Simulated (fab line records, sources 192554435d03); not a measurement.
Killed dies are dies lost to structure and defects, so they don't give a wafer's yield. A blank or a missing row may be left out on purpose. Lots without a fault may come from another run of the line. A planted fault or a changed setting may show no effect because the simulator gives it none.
Split-lot experiment | flow n5_finfet | 7 lots, 39 wafers read, on a route of 1938 steps

THE SPLIT
At N5_DUMMY_GATE_ETCH_32 (etches SiO2 in CF4, target depth 3.5 nm, time 3.9 s), the setting time_s was moved away from the recipe's 3.9 s on 15 of the 39 wafers read, by -15.4% to +20.2%. The other wafers ran this setting at the recipe's value.

The reading is taken at the split's own step.

THE READING
etch.depth_nm (the simulator's own value, which no gauge read), in nm, at N5_DUMMY_GATE_ETCH_32 (etches SiO2 in CF4, target depth 3.5 nm, time 3.9 s). The file gives no usual value for it. The 24 wafers here that ran the recipe average 3.461 nm, standard deviation 0.12 nm.

wafer  | tool, chamber at the split | time_s as run, s | against the recipe | etch.depth_nm, nm | against lot-mates on the recipe
L075.1 | rie_si-01, 0               | 3.548            | -9.0%              | 3.295             | -0.260
L075.2 | rie_si-01, 2               | 3.548            | -9.0%              | 3.282             | -0.273
L075.3 | rie_si-01, 1               | 3.548            | -9.0%              | 3.072             | -0.483
L075.4 | rie_si-01, 3               | 3.9              | recipe             | 3.642             | -
L075.5 | rie_si-01, 1               | 3.9              | recipe             | 3.385             | -
L075.6 | rie_si-01, 2               | 3.9              | recipe             | 3.637             | -
L076.1 | rie_si-02, 1               | 3.9              | recipe             | 3.435             | -
L076.2 | rie_si-02, 3               | 3.9              | recipe             | 3.255             | -
L076.3 | rie_si-02, 0               | 4.686            | +20.2%             | 4.016             | +0.575
L076.4 | rie_si-02, 2               | 3.9              | recipe             | 3.634             | -
L076.5 | rie_si-02, 3               | 4.686            | +20.2%             | 3.887             | +0.446
L076.6 | rie_si-02, 0               | 4.686            | +20.2%             | 4.048             | +0.607
L079.1 | rie_si-01, 1               | 3.9              | recipe             | 3.389             | -
L079.2 | rie_si-01, 0               | 4.475            | +14.7%             | 4.101             | +0.649
L079.3 | rie_si-01, 3               | 4.475            | +14.7%             | 4.14              | +0.688
L079.4 | rie_si-01, 1               | 3.9              | recipe             | 3.36              | -
L079.5 | rie_si-01, 0               | 4.475            | +14.7%             | 4.112             | +0.660
L079.6 | rie_si-01, 3               | 3.9              | recipe             | 3.606             | -
L080.1 | rie_si-04, 3               | 3.3              | -15.4%             | 3.051             | -0.501
L080.2 | rie_si-04, 2               | 3.9              | recipe             | 3.592             | -
L080.3 | rie_si-04, 1               | 3.9              | recipe             | 3.442             | -
L080.4 | rie_si-04, 0               | 3.3              | -15.4%             | 2.923             | -0.629
L080.5 | rie_si-04, 0               | 3.3              | -15.4%             | 2.924             | -0.628
L080.6 | rie_si-04, 3               | 3.9              | recipe             | 3.622             | -
L089.1 | rie_si-02, 3               | 3.9              | recipe             | 3.295             | -
L089.2 | rie_si-02, 0               | 3.9              | recipe             | 3.43              | -
L089.3 | rie_si-02, 1               | 3.9              | recipe             | 3.489             | -
L089.4 | rie_si-02, 0               | 3.9              | recipe             | 3.396             | -
L089.5 | rie_si-02, 1               | 3.9              | recipe             | 3.483             | -
L089.6 | rie_si-02, 3               | 3.9              | recipe             | 3.314             | -
L090.1 | rie_si-02, 3               | 4.214            | +8.1%              | 3.536             | +0.162
L090.2 | rie_si-02, 0               | 4.214            | +8.1%              | 3.655             | +0.281
L090.3 | rie_si-02, 2               | 4.214            | +8.1%              | 3.904             | +0.530
L090.4 | rie_si-02, 1               | 3.9              | recipe             | 3.452             | -
L090.5 | rie_si-02, 0               | 3.9              | recipe             | 3.372             | -
L090.6 | rie_si-02, 3               | 3.9              | recipe             | 3.297             | -
L095.2 | rie_si-02, 2               | 3.9              | recipe             | 3.664             | -
L095.3 | rie_si-02, 1               | 3.9              | recipe             | 3.443             | -
L095.6 | rie_si-02, 0               | 3.9              | recipe             | 3.422             | -

THE FIT
A straight line over all 39 wafers: etch.depth_nm changes by +0.0316 nm for each +1% of time_s; r = +0.91; the points scatter about the line by 0.13 nm.
The same after taking each lot's own level away (the mean of its wafers on the recipe; 39 wafers): +0.0353 nm for each +1%; r = +0.93; scatter 0.12 nm.
On that fit, the largest move of time_s shifts the reading by 0.71 nm.
The lots' own levels span 3.3737 to 3.5547 nm, that is 1.5 times the standard deviation above.
So the lot-to-lot level changes the slope: the two fits differ.
Check: with one of the wafers moved furthest among these (+20.2%) left out of the fit, the line predicts +0.73 nm for it against its lot-mates. It came out at +0.575 nm against them.

OTHER SPLITS ON THESE WAFERS
These wafers also went through other splits before the reading. Each is held against what the fit with the lots' levels taken away leaves over:
other split on the same wafers       | wafers away from the commonest value | r with etch.depth_nm (lot level and that fit taken away)
N5_WELL_APT_EXPOSE_05 dose_mj        | 9                                    | +0.18
N5_DUMMY_GATE_HM_DEP_06 target_thk_a | 18                                   | -0.20

THE FILE'S OWN FIT
etch.depth_nm changes by +0.0352 nm for each +1% of time_s, r = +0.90.
